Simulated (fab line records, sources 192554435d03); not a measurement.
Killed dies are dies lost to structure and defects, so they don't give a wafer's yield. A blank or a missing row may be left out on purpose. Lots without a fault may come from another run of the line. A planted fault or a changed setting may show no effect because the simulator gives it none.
A struck lot beside a sound one | flow n5_finfet | 19 steps out of a route of 1938
Sound: wafers L824.3, L824.5, L824.6. Struck: wafers L841.3, L841.5, L841.6. The cause comes at the end.
At each step with rows: each side's tool, then ch and its chambers, then its first start. Under that, the readings that differ: sound wafers | struck wafers | difference of the means | sigmas: that difference in standard deviations of wafers without a fault.
alike: readings whose means differ by less than 2 such deviations, and words and numbers that are the same on both sides. not compared: withheld readings, readings that some wafer has no value for, bounds like >300 that may hide the same value, and numbers for which the record gives no deviation and whose values overlap.
The two part at a step that has a row with sigmas, a row that says differs or no value, or rows on one side only. Numbers that don't overlap but have no deviation are shown without sigmas and don't part them. A reading that every wafer of one side lacks parts them only if that side has two wafers or more.

N5_BEOL_M10_RS_MEAS_57: measures by four-point-probe.
  sound on film_metro-02, day 10 17:25; struck on film_metro-01, day 15 02:20
  alike: M10_RS
N5_BEOL_M10_INSPECT_58: inspects for defects (darkfield).
  sound on defect_inspect-02, day 10 17:26; struck on defect_inspect-02, day 15 02:22
  alike: raw_defect_count
N5_BEOL_M11_ILD_DEP_00: deposits SiCOH lowk from DEMS/porogen, target thk 308.51 nm, time 58 s.
  sound on pecvd-03 ch 1,2, day 10 17:29; struck on pecvd-04 ch 0,2, day 15 02:24
  alike: chamber_pressure_Torr, heater_power_w, showerhead_plenum_p_Torr, throttle_valve_pct
N5_BEOL_M11_CURE_71: cures SiCOH lowk, time 240 s.
  sound on uv_cure-03 ch 0, day 10 17:43; struck on uv_cure-01 ch 0, day 15 02:38
  alike: lamp_power_pct, wafer_temp_C_max
N5_BEOL_M11_THK_MEAS_01:
  sound on film_metro-02, day 10 18:04; struck on film_metro-02, day 15 02:59
  alike: M11_ILD_THK
N5_BEOL_M11_PECVD_70: deposits SiO2 from TEOS/O2, target thk 20 nm, time 22.7 s.
  sound on pecvd-03 ch 0,1,2, day 10 18:07; struck on pecvd-03 ch 0,1, day 15 03:02
  alike: chamber_pressure_Torr, heater_power_w, showerhead_plenum_p_Torr, throttle_valve_pct
N5_BEOL_M11_HM_DEP_02: deposits TiN, target thk 20 nm.
  sound on pvd_sputter-03, day 10 19:47; struck on pvd_sputter-02, day 15 05:23
  alike: chamber_pressure_pa, throttle_valve_pct
then, 5 steps without rows for these wafers: N5_BEOL_M11_COAT_59 (time 60 s, resist thk 100 nm); N5_BEOL_M11_COAT_60 (time 60 s, resist thk 30 nm); N5_BEOL_M11_COAT_05 (resist thk 90 nm); N5_BEOL_M11_EBR_07; N5_BEOL_M11_SOFTBAKE_06 (time 60 s).
N5_BEOL_M11_EXPOSE_08: exposes mask M11.
  sound on arfi_scanner-01 ch 0, day 10 20:10; struck on arfi_scanner-01 ch 0, day 15 05:46
  reading                          | sound       | struck         | difference | sigmas
  model.BEOL_M11.overlay_x_nm (nm) | 0.6 0.6 0.6 | 11.2 11.2 11.2 | +10.6      |
  alike: mask, reticle_temp_C
then, 2 steps without rows for these wafers: N5_BEOL_M11_PEB_09 (peb time 60 s); N5_BEOL_M11_DEVELOP_10 (develop time 30 s).
N5_BEOL_M11_CD_MEAS_11: target cd 64.1 nm.
  sound on cd_sem-03 ch 0, day 10 20:17; struck on cd_sem-03 ch 0, day 15 05:53
  alike: cd_nm
N5_BEOL_M11_OVL_MEAS_12:
  sound on overlay-01 ch 0, day 10 20:19; struck on overlay-02 ch 0, day 15 05:55
  reading      | sound       | struck         | difference | sigmas
  M11_OVL (nm) | 0.9 0.9 0.8 | 11.7 10.3 12.0 | +10.5      | +13
N5_BEOL_M11_INSPECT_13: inspects for defects (brightfield).
  sound on defect_inspect-01, day 10 20:20; struck on defect_inspect-02, day 15 05:56
  alike: raw_defect_count
-- the record jumps here: 2 days lie between the struck wafers' starts before and after (it left off in module BEOL_M11 and takes up again in module PASSIVATION, whose first step shown is number 1936 of the route) --
N5_PASSIVATION_PROBE_49:
  sound on prober-01, day 12 19:13; struck on prober-02, day 17 08:29
  alike: defect_limited_yield, killed_at_M0_to_M3, killed_at_M4_up, killed_at_contacts, killed_at_front_end, killed_at_other, killed_dies, killed_on_rim, killed_open, killed_short, sort_bin_5_function, sort_bin_6_memory, sort_n_pass, sort_yield_pct

WHERE THEY PART
Only at N5_BEOL_M11_OVL_MEAS_12, within this record. Later steps at which nothing parts them and some readings are alike: N5_BEOL_M11_INSPECT_13, N5_PASSIVATION_PROBE_49.

WHY: what the simulator had put in
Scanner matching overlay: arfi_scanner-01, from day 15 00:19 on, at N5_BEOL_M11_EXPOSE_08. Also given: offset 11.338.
